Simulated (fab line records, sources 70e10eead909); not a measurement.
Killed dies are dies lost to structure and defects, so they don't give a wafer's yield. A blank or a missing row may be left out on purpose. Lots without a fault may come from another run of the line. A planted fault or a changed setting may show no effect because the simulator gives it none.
fab line records | flow nand_harc | part 1 of 2: steps 1 to 32 of 44
record lots=5 wafers=15 last_day=34
route steps=1302 shown P_ZERO_WELL@12
lots that met no fault: from a run of the same line without faults
start_h: hours from the record's first day to the start of the lot's first wafer shown | wait_h: hours since the lot's step before | " the same as in the row above | L1.1+2: a row that stands for several wafers | - no value, or no start given | * or withheld: withheld | < > ~ a bound
route shown NAME@n: a module of which the file shows steps, and the number in the route of the first | usual: mean/standard deviation of fault-free wafers | same: alike in all rows | chamber/n: place in a boat | sites: the reading at each site | _std_site: their standard deviation | _edge_site: outer sites' mean less inner sites' | radius_mm: how far each site lies from the wafer's centre | mask NAME#n: copy n | behind: the tool/chamber that last shaped the wafer | hold: why the lot was held/for how many hours/how that ended | device: the transistor (n, p or np) that didn't switch | end of line: the same wafers' tests at the end of the route | a step without rows: its recipe alone | killed: dies lost to structure and defects at the first sort, not the wafer's yield | map: a wafer's dies, x killed, . not, _ none there
set.NAME: the setting as run; set.NAME@STEP: as run at that earlier step | model.NAME: the simulator's own value behind a step, which no gauge read
lots at some steps of the route; a table a step, a row a wafer
services: from which hour (start_h, from the record's first day; less than 0 if before it) a tool's chamber was out of use, for how many hours, and why
## steps
# step NHARC_P_ZERO_WELL_PEB_09
# recipe peb_temp_c=128 peb_time_s=80
# columns lot.wafer tool chamber start_h wait_h
L075.3+4+6 litho_track-07 0 31.03 0.1
L079.1+2+4 litho_track-05 0 71.15 0.1
L091.3+4+6 litho_track-07 0 191.16 0.1
L096.2+3+5 litho_track-07 0 241.02 0.1
L097.2+4+6 litho_track-05 0 251.15 0.1
# step NHARC_P_ZERO_WELL_DEVELOP_10
# recipe time_s=50 dev_temp_c=22
# columns lot.wafer tool chamber start_h wait_h
L075.3+4+6 litho_track-07 0 - -
L079.1+2+4 litho_track-05 0 - -
L091.3+4+6 litho_track-07 0 - -
L096.2+3+5 litho_track-07 0 - -
L097.2+4+6 litho_track-05 0 - -
# step NHARC_P_ZERO_WELL_CD_MEAS_11
# recipe target_cd_nm=500 landing_energy_ev=500
# usual cd_nm=500.4/2.5
# columns lot.wafer tool chamber start_h wait_h cd_nm
L075.3 cd_sem-01 0 31.12 - 500.0
L075.4 " 0 " " 503.5
L075.6 " 0 " " 494.3
L079.1 cd_sem-01 0 71.23 - 500.4
L079.2 " 0 " " 500.5
L079.4 " 0 " " 499.6
L091.3 cd_sem-03 0 191.25 - 498.5
L091.4 " 0 " " 501.5
L091.6 " 0 " " 500.5
L096.2 cd_sem-02 0 241.11 - 503.2
L096.3 " 0 " " 506.1
L096.5 " 0 " " 496.7
L097.2 cd_sem-01 0 251.23 - 501.7
L097.4 " 0 " " 500.4
L097.6 " 0 " " 498.2
# step NHARC_P_ZERO_WELL_HARDBAKE_12
# recipe temp_c=118 time_s=65
# columns lot.wafer tool chamber start_h wait_h
L075.3+4+6 litho_track-05 0 31.20 -
L079.1+2+4 litho_track-05 0 71.32 -
L091.3+4+6 litho_track-05 0 191.33 -
L096.2+3+5 litho_track-05 0 241.19 -
L097.2+4+6 litho_track-05 0 251.31 -
# step NHARC_P_ZERO_WELL_DESCUM_13
# recipe time_s=3 o2_flow_sccm=200 ar_flow_sccm=0 bias_power_w=0 chemistry=O2
# usual drypump_motor_current_A=5.9/0.35 oes_product_au=1.003/0.013 rf_vpp_V=57.8/0.87 showerhead_plenum_p_Torr=1.91/0.11 throttle_valve_pct=11.311/0.009
# columns lot.wafer tool chamber start_h wait_h drypump_motor_current_A oes_product_au rf_hours_counter_h rf_vpp_V showerhead_plenum_p_Torr throttle_valve_pct
L075.3 rie_diel-11 1 31.27 - 5.4 1.013 40 56.7 1.79 11.284
L075.4 " 2 " " 6.1 0.995 36 56.0 1.77 11.315
L075.6 " 1 " " 5.4 1.001 - 55.9 1.79 11.313
L079.4 rie_diel-11 0 71.39 - 5.6 0.985 51 57.9 2.03 11.315
L079.1 " 1 " " 5.4 0.992 55 56.9 1.78 11.322
L079.2 " 2 " " 6.1 0.987 54 57.9 1.76 11.303
L091.4 rie_diel-11 1 191.40 - 5.4 0.984 32 56.8 1.77 11.331
L091.3 " 2 " " 6.1 0.997 33 59.2 2.07 11.312
L091.6 " 1 " " 5.4 0.992 - 57.3 1.77 11.298
L096.2 rie_diel-11 1 241.27 - 5.5 0.993 43 56.9 1.77 11.298
L096.3 " 0 " " 5.6 1.026 40 58.4 2.02 11.308
L096.5 " 2 " " 6.2 0.998 - 58.6 2.06 11.311
L097.2 rie_diel-05 2 251.40 - 6.1 1.025 2 58.1 1.82 11.312
L097.4 " 0 " " 6.6 0.996 3 57.4 1.86 11.301
L097.6 " 1 " " 6.1 1.009 - 59.2 2.06 11.317
# step NHARC_P_ZERO_WELL_ETCH_65
# recipe target_depth_a=800 overetch_a=240 time_s=87.88 ion_energy_ev=200 n2_flow_sccm=150 h2_flow_sccm=150 ar_flow_sccm=0 rf_w=400 bias_w=150 chemistry=N2/H2
# usual drypump_motor_current_A=5.9/0.34 oes_product_au=1.003/0.012 rf_vpp_V=430/3.3 showerhead_plenum_p_Torr=2.03/0.12 throttle_valve_pct=14.170/0.0097
# columns lot.wafer tool chamber start_h wait_h drypump_motor_current_A oes_product_au rf_hours_counter_h rf_vpp_V showerhead_plenum_p_Torr throttle_valve_pct
L075.3 rie_diel-11 3 31.36 0.1 6.1 1.010 25 432 2.08 14.165
L075.4 " 1 " " 5.5 0.999 40 426 1.90 14.153
L075.6 " 3 " " 6.1 1.013 - 432 2.08 14.158
L079.1 rie_diel-11 2 71.53 0.1 6.2 0.987 54 424 1.87 14.171
L079.4 " 0 " " 5.6 0.987 51 434 2.17 14.170
L079.2 " 1 " " 5.5 0.987 55 426 1.89 14.180
L091.4 rie_diel-11 0 191.51 0.1 5.6 1.024 28 432 2.16 14.149
L091.3 " 3 " " 6.0 1.017 31 430 2.06 14.160
L091.6 " 1 " " 5.5 0.996 - 425 1.88 14.164
L096.3 rie_diel-11 2 241.36 0.1 6.1 0.991 44 437 2.20 14.163
L096.2 " 0 " " 5.6 1.012 40 434 2.16 14.156
L096.5 " 1 " " 5.5 1.004 - 426 1.88 14.167
L097.2 rie_diel-05 3 251.47 0.1 5.9 1.005 3 427 1.92 14.159
L097.4 " 0 " " 6.6 1.004 3 428 1.99 14.164
L097.6 " 0 " " 6.6 1.006 - 429 1.99 14.165
# step NHARC_P_ZERO_WELL_ETCH_62
# recipe target_depth_a=130 time_s=6.5 chf3_flow_sccm=50 ar_flow_sccm=200 rf_w=500 bias_w=200 chemistry=CHF3/Ar
# usual drypump_motor_current_A=5.9/0.34 oes_product_au=0.963/0.02 rf_vpp_V=370.3/2.9 showerhead_plenum_p_Torr=2.33/0.12 throttle_valve_pct=20.217/0.0087
# columns lot.wafer tool chamber start_h wait_h drypump_motor_current_A oes_product_au rf_hours_counter_h rf_vpp_V showerhead_plenum_p_Torr throttle_valve_pct
L075.4 rie_diel-11 1 - - 5.5 0.969 40 367.2 2.19 20.216
L075.3 " 3 " " 6.0 0.990 25 371.7 2.39 20.223
L075.6 " 0 " " 5.6 0.966 - 374.1 2.49 20.216
L079.1 rie_diel-11 1 - - 5.4 0.939 55 367.3 2.19 20.192
L079.4 " 3 " " 6.1 0.963 41 371.2 2.38 20.209
L079.2 " 0 " " 5.6 0.925 51 374.4 2.48 20.213
L091.4 rie_diel-11 0 - - 5.6 0.973 28 372.9 2.47 20.232
L091.3 " 2 " " 6.2 0.927 33 375.6 2.52 20.214
L091.6 " 0 " " 5.6 0.975 - 372.1 2.47 20.216
L096.3 rie_diel-11 0 - - 5.6 0.995 40 373.4 2.47 20.223
L096.2 " 3 " " 6.1 0.987 45 371.4 2.36 20.216
L096.5 " 0 " " 5.6 1.004 - 374.2 2.47 20.209
L097.4 rie_diel-05 2 - - 6.1 0.971 2 367.7 2.23 20.234
L097.2 " 3 " " 5.9 0.981 3 366.6 2.21 20.224
L097.6 " 2 " " 6.1 0.975 - 366.3 2.23 20.208
# step NHARC_P_ZERO_WELL_ETCH_63
# recipe target_depth_a=1200 time_s=40.1 hbr_flow_sccm=150 cl2_flow_sccm=50 rf_w=400 icp_w=400 bias_w=100 chemistry=HBr/Cl2
# usual drypump_motor_current_A=5.8/0.58 oes_product_au=0.998/0.013 throttle_valve_pct=26.406/0.0093
# columns lot.wafer tool chamber start_h wait_h drypump_motor_current_A oes_product_au rf_hours_counter_h throttle_valve_pct
L075.4 rie_si-04 2 31.54 - 5.0 0.994 0.2 26.411
L075.3 " 0 " " 6.0 1.003 0.3 26.404
L075.6 " 2 " " 5.0 0.983 - 26.416
L079.2 rie_si-04 3 71.84 - 6.0 0.963 0.5 26.410
L079.4 " 0 " " 6.1 0.999 0.5 26.391
L079.1 " 1 " " 6.6 0.993 0.4 26.407
L091.3 rie_si-03 1 191.69 - 6.3 1.010 0.9 26.419
L091.4 " 3 " " 6.2 1.000 0.9 26.405
L091.6 " 1 " " 6.2 1.012 - 26.402
L096.2 rie_si-03 0 241.52 - 4.7 1.001 0.0 26.394
L096.3 " 3 " " 6.2 1.014 0.0 26.397
L096.5 " 0 " " 4.7 1.000 - 26.397
L097.4 rie_si-03 0 251.64 - 4.7 0.994 0.1 26.395
L097.2 " 2 " " 5.2 0.975 0.2 26.420
L097.6 " 0 " " 4.7 0.997 - 26.403
# step NHARC_P_ZERO_WELL_STRIP_15
# recipe time_s=900 temp_c=130 chemistry=SPM
# usual temp_c=130.01/0.13
# columns lot.wafer tool chamber start_h wait_h temp_c
L075.6 wet_bench-03 6 31.68 - 130.16
L075.3 " 2 " " 130.01
L075.4 " 3 " " 129.80
L079.2 wet_bench-03 4 71.98 - 130.05
L079.4 " 6 " " 130.17
L079.1 " 1 " " 130.07
L091.4 wet_bench-05 3 191.83 - 129.91
L091.3 " 5 " " 130.14
L091.6 " 7 " " 130.07
L096.3 wet_bench-03 2 241.67 - 130.32
L096.5 " 3 " " 130.12
L096.2 " 6 " " 129.94
L097.4 wet_bench-05 6 251.80 - 129.92
L097.2 " 0 " " 129.89
L097.6 " 3 " " 129.84
# step NHARC_P_ZERO_WELL_DEHYDRATE_16
# recipe temp_c=150 time_s=120
# columns lot.wafer tool chamber start_h wait_h
L075.3+4+6 litho_track-07 0 32.04 -
L079.1+2+4 litho_track-03 0 72.33 -
L091.3+4+6 litho_track-05 0 192.18 -
L096.2+3+5 litho_track-07 0 242.02 -
L097.2+4+6 litho_track-05 0 252.15 -
# step NHARC_P_ZERO_WELL_HMDS_17
# recipe time_s=30
# columns lot.wafer tool chamber start_h wait_h
L075.3+4+6 litho_track-07 0 - -
L079.1+2+4 litho_track-03 0 - -
L091.3+4+6 litho_track-05 0 - -
L096.2+3+5 litho_track-07 0 - -
L097.2+4+6 litho_track-05 0 - -
# step NHARC_P_ZERO_WELL_COAT_18
# recipe spin_rpm=withheld
# columns lot.wafer tool chamber start_h wait_h
L075.3+4+6 litho_track-07 0 - -
L079.1+2+4 litho_track-03 0 - -
L091.3+4+6 litho_track-05 0 - -
L096.2+3+5 litho_track-07 0 - -
L097.2+4+6 litho_track-05 0 - -
# step NHARC_P_ZERO_WELL_SOFTBAKE_19
# recipe temp_c=122 time_s=95
# columns lot.wafer tool chamber start_h wait_h
L075.3+4+6 litho_track-07 0 - -
L079.1+2+4 litho_track-03 0 - -
L091.3+4+6 litho_track-05 0 - -
L096.2+3+5 litho_track-07 0 - -
L097.2+4+6 litho_track-05 0 - -
# step NHARC_P_ZERO_WELL_EBR_20
# columns lot.wafer tool chamber start_h wait_h
L075.3+4+6 litho_track-07 0 - -
L079.1+2+4 litho_track-03 0 - -
L091.3+4+6 litho_track-05 0 - -
L096.2+3+5 litho_track-07 0 - -
L097.2+4+6 litho_track-05 0 - -
# step NHARC_P_ZERO_WELL_EXPOSE_21
# recipe na=0.6 target_cd_nm=720 dose_mj=22.31 mask_id=P_NWELL
# columns lot.wafer tool chamber start_h wait_h mask
L075.3+4+6 krf_scanner-03 0 32.32 - P_NWELL#0
L079.1+2+4 krf_scanner-04 0 72.60 - P_NWELL#0
L091.3+4+6 krf_scanner-04 0 192.46 - P_NWELL#0
L096.2+3+5 krf_scanner-03 0 242.17 - P_NWELL#0
L097.2+4+6 krf_scanner-04 0 252.43 - P_NWELL#0
# step NHARC_P_ZERO_WELL_PEB_22
# recipe peb_temp_c=118 peb_time_s=85
# columns lot.wafer tool chamber start_h wait_h
L075.3+4+6 litho_track-05 0 32.37 0.1
L079.1+2+4 litho_track-03 0 72.67 0.1
L091.3+4+6 litho_track-07 0 192.51 0.1
L096.2+3+5 litho_track-05 0 242.23 0.1
L097.2+4+6 litho_track-05 0 252.49 0.1
# step NHARC_P_ZERO_WELL_DEVELOP_23
# recipe time_s=70
# columns lot.wafer tool chamber start_h wait_h
L075.3+4+6 litho_track-05 0 - -
L079.1+2+4 litho_track-03 0 - -
L091.3+4+6 litho_track-07 0 - -
L096.2+3+5 litho_track-05 0 - -
L097.2+4+6 litho_track-05 0 - -
# step NHARC_P_ZERO_WELL_CD_MEAS_24
# recipe target_cd_nm=720 landing_energy_ev=500
# usual cd_nm=721.7/2
# columns lot.wafer tool chamber start_h wait_h cd_nm
L075.3 cd_sem-01 0 32.47 - 722.8
L075.4 " 0 " " 721.6
L075.6 " 0 " " 720.1
L079.1 cd_sem-03 0 72.76 - 723.0
L079.2 " 0 " " 720.2
L079.4 " 0 " " 720.1
L091.3 cd_sem-01 0 192.61 - 718.9
L091.4 " 0 " " 721.4
L091.6 " 0 " " 718.6
L096.2 cd_sem-02 0 242.33 - 723.8
L096.3 " 0 " " 722.2
L096.5 " 0 " " 721.8
L097.2 cd_sem-02 0 252.58 - 722.3
L097.4 " 0 " " 721.1
L097.6 " 0 " " 724.7
# step NHARC_P_ZERO_WELL_HARDBAKE_25
# recipe temp_c=125 time_s=80
# columns lot.wafer tool chamber start_h wait_h
L075.3+4+6 litho_track-05 0 32.54 -
L079.1+2+4 litho_track-07 0 72.84 -
L091.3+4+6 litho_track-05 0 192.69 -
L096.2+3+5 litho_track-03 0 242.41 -
L097.2+4+6 litho_track-05 0 252.66 -
# step NHARC_P_ZERO_WELL_DESCUM_26
# recipe time_s=3 o2_flow_sccm=200 ar_flow_sccm=0 bias_power_w=0 chemistry=O2
# usual drypump_motor_current_A=5.9/0.36 oes_product_au=1.005/0.012 rf_vpp_V=57.8/0.91 showerhead_plenum_p_Torr=1.91/0.095 throttle_valve_pct=11.310/0.0087
# columns lot.wafer tool chamber start_h wait_h drypump_motor_current_A oes_product_au rf_hours_counter_h rf_vpp_V showerhead_plenum_p_Torr throttle_valve_pct
L075.3 rie_diel-10 2 32.65 - 5.7 1.013 38 57.8 1.93 11.308
L075.4 " 0 " " 5.6 1.022 - 57.6 1.94 11.295
L075.6 " 2 " " 5.7 1.016 - 57.9 1.93 11.312
L079.2 rie_diel-05 2 72.93 - 6.1 1.009 6 58.1 1.83 11.310
L079.1 " 3 " " 5.9 1.025 6 55.8 1.82 11.317
L079.4 " 0 " " 6.6 1.011 4 58.6 1.88 11.314
L091.3 rie_diel-05 2 192.76 - 6.1 1.002 44 57.7 1.82 11.311
L091.4 " 1 " " 6.1 0.995 41 57.0 2.06 11.325
L091.6 " 2 " " 6.1 1.002 - 57.9 1.82 11.301
L096.2 rie_diel-05 1 242.50 - 6.0 1.021 0 58.4 2.06 11.309
L096.3 " 2 " " 6.1 1.018 0 57.9 1.82 11.310
L096.5 " 0 " " 6.7 0.992 - 57.2 1.86 11.311
L097.4 rie_diel-05 1 252.75 - 6.1 1.011 3 57.6 2.06 11.303
L097.2 " 3 " " 5.9 1.009 3 57.1 1.80 11.324
L097.6 " 1 " " 6.1 1.000 - 57.0 2.06 11.306
# step NHARC_P_ZERO_WELL_IMPLANT_27
# recipe energy_kev=600 dose_cm2=1e+13 tilt_deg=7
# usual dose_ions_cm2=9.999e+12/1.1e+10
# columns lot.wafer tool chamber start_h wait_h dose_ions_cm2
L075.3 implanter-02 0 32.85 0.2 9.986e+12
L075.4 " 0 " " 9.983e+12
L075.6 " 0 " " 9.992e+12
L079.1 implanter-01 0 73.06 0.1 1e+13
L079.2 " 0 " " 9.998e+12
L079.4 " 0 " " 1e+13
L091.3 implanter-02 0 192.97 0.2 1.0002e+13
L091.4 " 0 " " 1.0001e+13
L091.6 " 0 " " 1.0024e+13
L096.2 implanter-02 0 242.67 0.2 1.0008e+13
L096.3 " 0 " " 9.998e+12
L096.5 " 0 " " 1.0009e+13
L097.2 implanter-02 0 252.92 0.1 9.996e+12
L097.4 " 0 " " 9.977e+12
L097.6 " 0 " " 9.996e+12
# step NHARC_P_ZERO_WELL_IMPLANT_57
# recipe energy_kev=250 dose_cm2=4e+12 tilt_deg=7
# usual dose_ions_cm2=3.999e+12/4.1e+09
# columns lot.wafer tool chamber start_h wait_h dose_ions_cm2
L075.3 implanter-02 0 33.03 0.1 3.996e+12
L075.4 " 0 " " 4.001e+12
L075.6 " 0 " " 4.001e+12
L079.1 implanter-01 0 73.25 0.2 4e+12
L079.2 " 0 " " 4.003e+12
L079.4 " 0 " " 4.001e+12
L091.3 implanter-02 0 193.15 0.1 4.004e+12
L091.4 " 0 " " 4.001e+12
L091.6 " 0 " " 4.003e+12
L096.2 implanter-02 0 242.85 0.1 4.001e+12
L096.3 " 0 " " 4e+12
L096.5 " 0 " " 4.001e+12
L097.2 implanter-02 0 253.09 0.1 4.006e+12
L097.4 " 0 " " 3.995e+12
L097.6 " 0 " " 4.006e+12
# step NHARC_P_ZERO_WELL_IMPLANT_58
# recipe energy_kev=100 dose_cm2=2e+12 tilt_deg=7
# usual dose_ions_cm2=2.0002e+12/2e+09
# columns lot.wafer tool chamber start_h wait_h dose_ions_cm2
L075.3 implanter-02 0 33.21 0.2 1.9986e+12
L075.4 " 0 " " 1.9984e+12
L075.6 " 0 " " 2.0003e+12
L079.1 implanter-01 0 73.42 0.1 1.9986e+12
L079.2 " 0 " " 2.001e+12
L079.4 " 0 " " 2.0022e+12
L091.3 implanter-02 0 193.33 0.1 1.998e+12
L091.4 " 0 " " 1.9999e+12
L091.6 " 0 " " 1.9979e+12
L096.2 implanter-02 0 243.02 0.1 1.9963e+12
L096.3 " 0 " " 1.9997e+12
L096.5 " 0 " " 1.9995e+12
L097.2 implanter-02 0 253.27 0.2 1.9973e+12
L097.4 " 0 " " 1.9999e+12
L097.6 " 0 " " 2.0004e+12
# step NHARC_P_ZERO_WELL_STRIP_28
# recipe time_s=840 temp_c=130 chemistry=SPM
# usual temp_c=130.00/0.14
# columns lot.wafer tool chamber start_h wait_h temp_c
L075.3 wet_bench-02 5 33.36 0.1 130.00
L075.6 " 6 " " 130.01
L075.4 " 2 " " 130.04
L079.4 wet_bench-03 5 73.63 0.1 129.98
L079.1 " 1 " " 129.68
L079.2 " 2 " " 130.06
L091.4 wet_bench-02 2 193.48 0.1 130.10
L091.6 " 4 " " 129.94
L091.3 " 5 " " 130.17
L096.5 wet_bench-05 3 243.21 0.1 129.81
L096.3 " 5 " " 129.97
L096.2 " 0 " " 130.14
L097.4 wet_bench-03 0 253.47 0.1 130.15
L097.6 " 3 " " 130.18
L097.2 " 4 " " 130.06
# step NHARC_P_ZERO_WELL_DEHYDRATE_29
# recipe temp_c=150 time_s=120
# columns lot.wafer tool chamber start_h wait_h
L075.3+4+6 litho_track-03 0 33.70 -
L079.1+2+4 litho_track-05 0 73.98 -
L091.3+4+6 litho_track-05 0 193.81 -
L096.2+3+5 litho_track-05 0 243.54 -
L097.2+4+6 litho_track-03 0 253.79 -
# step NHARC_P_ZERO_WELL_HMDS_30
# recipe time_s=30
# columns lot.wafer tool chamber start_h wait_h
L075.3+4+6 litho_track-03 0 - -
L079.1+2+4 litho_track-05 0 - -
L091.3+4+6 litho_track-05 0 - -
L096.2+3+5 litho_track-05 0 - -
L097.2+4+6 litho_track-03 0 - -
# step NHARC_P_ZERO_WELL_COAT_31
# recipe spin_rpm=withheld
# columns lot.wafer tool chamber start_h wait_h
L075.3+4+6 litho_track-03 0 - -
L079.1+2+4 litho_track-05 0 - -
L091.3+4+6 litho_track-05 0 - -
L096.2+3+5 litho_track-05 0 - -
L097.2+4+6 litho_track-03 0 - -
# step NHARC_P_ZERO_WELL_SOFTBAKE_32
# recipe temp_c=122 time_s=95
# columns lot.wafer tool chamber start_h wait_h
L075.3+4+6 litho_track-03 0 - -
L079.1+2+4 litho_track-05 0 - -
L091.3+4+6 litho_track-05 0 - -
L096.2+3+5 litho_track-05 0 - -
L097.2+4+6 litho_track-03 0 - -
# step NHARC_P_ZERO_WELL_EBR_33
# columns lot.wafer tool chamber start_h wait_h
L075.3+4+6 litho_track-03 0 - -
L079.1+2+4 litho_track-05 0 - -
L091.3+4+6 litho_track-05 0 - -
L096.2+3+5 litho_track-05 0 - -
L097.2+4+6 litho_track-03 0 - -
# step NHARC_P_ZERO_WELL_EXPOSE_34
# recipe na=0.6 target_cd_nm=720 dose_mj=22.31 mask_id=P_PWELL
# columns lot.wafer tool chamber start_h wait_h mask
L075.3+4+6 krf_scanner-04 0 33.98 - P_PWELL#0
L079.1+2+4 krf_scanner-02 0 74.25 - P_PWELL#0
L091.3+4+6 krf_scanner-03 0 193.97 - P_PWELL#0
L096.2+3+5 krf_scanner-02 0 243.69 - P_PWELL#0
L097.2+4+6 krf_scanner-02 0 253.94 - P_PWELL#0
# step NHARC_P_ZERO_WELL_PEB_35
# recipe peb_temp_c=118 peb_time_s=85
# columns lot.wafer tool chamber start_h wait_h
L075.3+4+6 litho_track-05 0 34.03 0.1
L079.1+2+4 litho_track-07 0 74.33 0.1
L091.3+4+6 litho_track-03 0 194.03 0.1
L096.2+3+5 litho_track-07 0 243.75 0.1
L097.2+4+6 litho_track-05 0 254.00 0.1
# step NHARC_P_ZERO_WELL_DEVELOP_36
# recipe time_s=70
# columns lot.wafer tool chamber start_h wait_h
L075.3+4+6 litho_track-05 0 - -
L079.1+2+4 litho_track-07 0 - -
L091.3+4+6 litho_track-03 0 - -
L096.2+3+5 litho_track-07 0 - -
L097.2+4+6 litho_track-05 0 - -
